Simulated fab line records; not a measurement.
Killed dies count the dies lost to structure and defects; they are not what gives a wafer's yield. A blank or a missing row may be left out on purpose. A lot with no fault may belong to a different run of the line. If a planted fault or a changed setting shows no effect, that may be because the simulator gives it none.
Which tool was responsible? | flow nand harc | 12 lots, 36 wafers sampled, at 5 steps of a route of 1302

## WHAT THE GAUGES SHOWED, per wafer
NHARC_A_SOURCE_PLATE_THK_MEAS_09: measures by ellipsometry.
lot  | measured     | on            | thk nm (nm)
L269 | day 7 18:53  | film metro-01 | 7.7 10.7 10.4
L270 | day 8 11:58  | film metro-01 | 10.6 7.9 10.1
L272 | day 9 01:14  | film metro-02 | 11.7 7.7 8.4
L279 | day 11 18:29 | film metro-02 | 10.6 10.7 8.9
L281 | day 12 11:27 | film metro-02 | 10.3 9.7 8.4
L282 | day 13 04:33 | film metro-01 | 11.5 10.0 9.3
L284 | day 14 03:04 | film metro-01 | 10.0 8.2 11.1
L286 | day 14 17:10 | film metro-01 | 9.6 9.2 8.4
L287 | day 15 01:52 | film metro-01 | 9.9 10.7 10.5
L289 | day 15 18:50 | film metro-02 | 10.6 12.3 11.7
L290 | day 16 15:19 | film metro-01 | 8.9 7.6 8.7
L291 | day 16 23:09 | film metro-01 | 7.7 10.6 9.9

NHARC_A_SOURCE_PLATE_INSPECT_08.
lot  | measured     | on                | raw defect count
L269 | day 8 08:15  | defect inspect-02 | 56 129 73
L270 | day 9 00:28  | defect inspect-01 | 49 20 40
L272 | day 9 14:23  | defect inspect-02 | 67 110 59
L279 | day 12 07:51 | defect inspect-01 | 49 67 120
L281 | day 13 00:07 | defect inspect-01 | 90 40 49
L282 | day 13 17:44 | defect inspect-02 | 70 62 52
L284 | day 14 16:25 | defect inspect-01 | 29 68 117
L286 | day 15 06:22 | defect inspect-02 | 112 42 78
L287 | day 15 17:32 | defect inspect-01 | 72 52 53
L289 | day 16 11:42 | defect inspect-02 | 23 106 61
L290 | day 17 04:34 | defect inspect-02 | 86 89 96
L291 | day 17 15:58 | defect inspect-01 | 56 103 80

NHARC_A_ONON_D1_THK_MEAS_34: measures by ellipsometry.
lot  | measured     | on            | thk nm (nm)
L269 | day 8 21:26  | film metro-01 | 197.0 197.4 198.8
L270 | day 9 14:12  | film metro-01 | 200.1 199.9 201.7
L272 | day 10 03:54 | film metro-01 | 201.8 197.1 203.6
L279 | day 12 21:31 | film metro-01 | 186.7 188.2 194.0
L281 | day 13 13:29 | film metro-01 | 187.4 188.3 190.8
L282 | day 14 07:24 | film metro-02 | 203.2 203.1 205.8
L284 | day 15 08:40 | film metro-02 | 201.5 200.7 204.6
L286 | day 15 19:31 | film metro-02 | 198.0 201.6 198.9
L287 | day 16 06:43 | film metro-01 | 197.2 196.7 196.6
L289 | day 17 04:22 | film metro-01 | 199.1 199.4 200.8
L290 | day 17 18:01 | film metro-02 | 202.9 202.0 204.5
L291 | day 18 05:43 | film metro-01 | 201.8 200.6 201.7

## TOOL THAT RAN EACH LOT (tool first, then ch and the chambers of the sampled wafers, then the start)
lot  | NHARC_A_ZERO_WELL_ETCH_19          | NHARC_A_ONON_D1_DEP_33
L269 | rie diel-04 ch 0,2,3, day 7 10:07  | pecvd-02 ch 0,2, day 8 21:01
L270 | rie diel-02 ch 1,3, day 8 04:17    | pecvd-01 ch 0,1, day 9 13:50
L272 | rie diel-02 ch 0,3, day 8 16:41    | pecvd-04 ch 0,2, day 10 03:29
L279 | rie diel-04 ch 1,3, day 11 09:19   | pecvd-02 ch 1,2, day 12 21:07
L281 | rie diel-04 ch 1,2, day 12 03:28   | pecvd-02 ch 0,1, day 13 13:07
L282 | rie diel-02 ch 0,1,3, day 12 20:26 | pecvd-04 ch 0,2, day 14 06:59
L284 | rie diel-04 ch 0,1, day 13 18:19   | pecvd-04 ch 1,2, day 15 08:18
L286 | rie diel-04 ch 1,2,3, day 14 08:18 | pecvd-01 ch 1,2, day 15 19:05
L287 | rie diel-04 ch 0,1,3, day 14 16:59 | pecvd-01 ch 0,1,2, day 16 06:22
L289 | rie diel-04 ch 0,1,3, day 15 10:20 | pecvd-01 ch 0,1,2, day 17 04:00
L290 | rie diel-02 ch 0,1,2, day 16 00:20 | pecvd-04 ch 1,2, day 17 17:36
L291 | rie diel-02 ch 0,1, day 16 15:08   | pecvd-04 ch 0,1,2, day 18 05:18
- NHARC_A_ZERO_WELL_ETCH_19: etches the open film in N2/H2, target depth 80 nm, overetch 24 nm, time 87.88 s.
- NHARC_A_ONON_D1_DEP_33: deposits SiO2, target thk 200 nm.

## WHAT THE TOOLS THEMSELVES READ (means of the sampled wafers that have a number; where no wafer has one, the mark that the record gives instead)
NHARC_A_ZERO_WELL_ETCH_19.
lot  | tool        | drypump motor current A (A) | mfc ar sccm (sccm) | oes product au (a.u.) | rf vpp V (V) | showerhead plenum p Torr (Torr) | throttle valve pct (%)
L269 | rie diel-04 | 5.6                         | 0.005              | 0.993                 | 428          | 1.93                            | 14.170
L270 | rie diel-02 | 5.8                         | 0.009              | 1.001                 | 432          | 2.10                            | 14.162
L272 | rie diel-02 | 5.1                         | 0.014              | 1.009                 | 429          | 2.00                            | 14.178
L279 | rie diel-04 | 6.2                         | 0.024              | 0.996                 | 430          | 2.04                            | 14.166
L281 | rie diel-04 | 6.0                         | 0.014              | 1.007                 | 430          | 2.01                            | 14.179
L282 | rie diel-02 | 5.5                         | 0.012              | 0.998                 | 431          | 2.04                            | 14.174
L284 | rie diel-04 | 5.5                         | 0.014              | 0.998                 | 429          | 2.00                            | 14.163
L286 | rie diel-04 | 6.1                         | 0.019              | 1.000                 | 431          | 2.03                            | 14.167
L287 | rie diel-04 | 5.8                         | 0.019              | 0.996                 | 430          | 2.02                            | 14.167
L289 | rie diel-04 | 5.9                         | 0.019              | 0.998                 | 430          | 2.02                            | 14.160
L290 | rie diel-02 | 5.6                         | 0.002              | 1.005                 | 429          | 2.01                            | 14.167
L291 | rie diel-02 | 5.5                         | 0.002              | 1.006                 | 432          | 2.08                            | 14.171

NHARC_A_ONON_D1_DEP_33.
lot  | tool     | heater power outer w (W) | heater power w (W) | rf fwd power W (W) | showerhead vpp V (V) | throttle valve pct (%)
L269 | pecvd-02 | 327                      | 640                | 897.7              | 1916                 | 16.2
L270 | pecvd-01 | 244                      | 505                | 897.3              | 1807                 | 16.1
L272 | pecvd-04 | 298                      | 570                | 899.0              | 1837                 | 15.5
L279 | pecvd-02 | 320                      | 585                | 792.2              | 1776                 | 16.2
L281 | pecvd-02 | 351                      | 669                | 792.1              | 1760                 | 16.2
L282 | pecvd-04 | 306                      | 575                | 900.8              | 1845                 | 15.4
L284 | pecvd-04 | 269                      | 523                | 895.8              | 1883                 | 15.8
L286 | pecvd-01 | 295                      | 538                | 895.7              | 1878                 | 15.6
L287 | pecvd-01 | 240                      | 497                | 896.0              | 1855                 | 16.0
L289 | pecvd-01 | 276                      | 533                | 896.5              | 1827                 | 16.2
L290 | pecvd-04 | 254                      | 504                | 895.2              | 1902                 | 16.3
L291 | pecvd-04 | 248                      | 493                | 895.8              | 1825                 | 15.8

## THE ANSWER, worked out from the rows above alone
Rule: the lots themselves supply what counts as usual. Put in order of their means at a reading, lots are off if they are a third of the lots or fewer, leave a main group of 4 or more, and stand apart from it by a gap of 3 or more times the standard deviation of the main group's means; of several such gaps the widest counts. A main group whose means are all the same, to the digits that the tables above print for the reading, isn't used. A lot without any number at a reading at which 4 lots or more have one is off too. The other lots that the step has rows for count as sound. First the gauges in route order, then the tools' own readings, where a lot's mean is used as printed above. At the first step where some lot is off, the reading lying furthest off is the one used; lots without a number count as furthest.
Off, at NHARC_A_ONON_D1_THK_MEAS_34 on thk nm: L279, L281. Mean 200.6 nm and standard deviation 2.1 in the main group.
A tool fits if, at a process step before that reading, it ran every lot that is off, and no sound lot after the first of them. Not tried: the gauges at NHARC_A_ONON_D1_THK_MEAS_34; whatever is off there is also off at NHARC_A_ONON_D1_DEP_33, on other tools, and gauge error can't account for it. One fits: NHARC_A_ONON_D1_DEP_33 on pecvd-02. Its last sound lot is L269 (day 8 21:01), its first lot that is off L279 (day 12 21:07): a fault that began between those two fits.
The tool's own readings at NHARC_A_ONON_D1_DEP_33 bear it out: on the lots that are off they differ by more than 5 times the standard deviation of the sound lots' means. rf fwd power W reads 792.2 W there against 897.0 W on the sound lots.

## WHAT WAS PUT IN BY THE SIMULATOR
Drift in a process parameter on pecvd-02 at NHARC_A_ONON_D1_DEP_33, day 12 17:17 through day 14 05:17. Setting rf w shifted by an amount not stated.
Shown lots that were struck: L279, L281. The rule above reached the same finding.
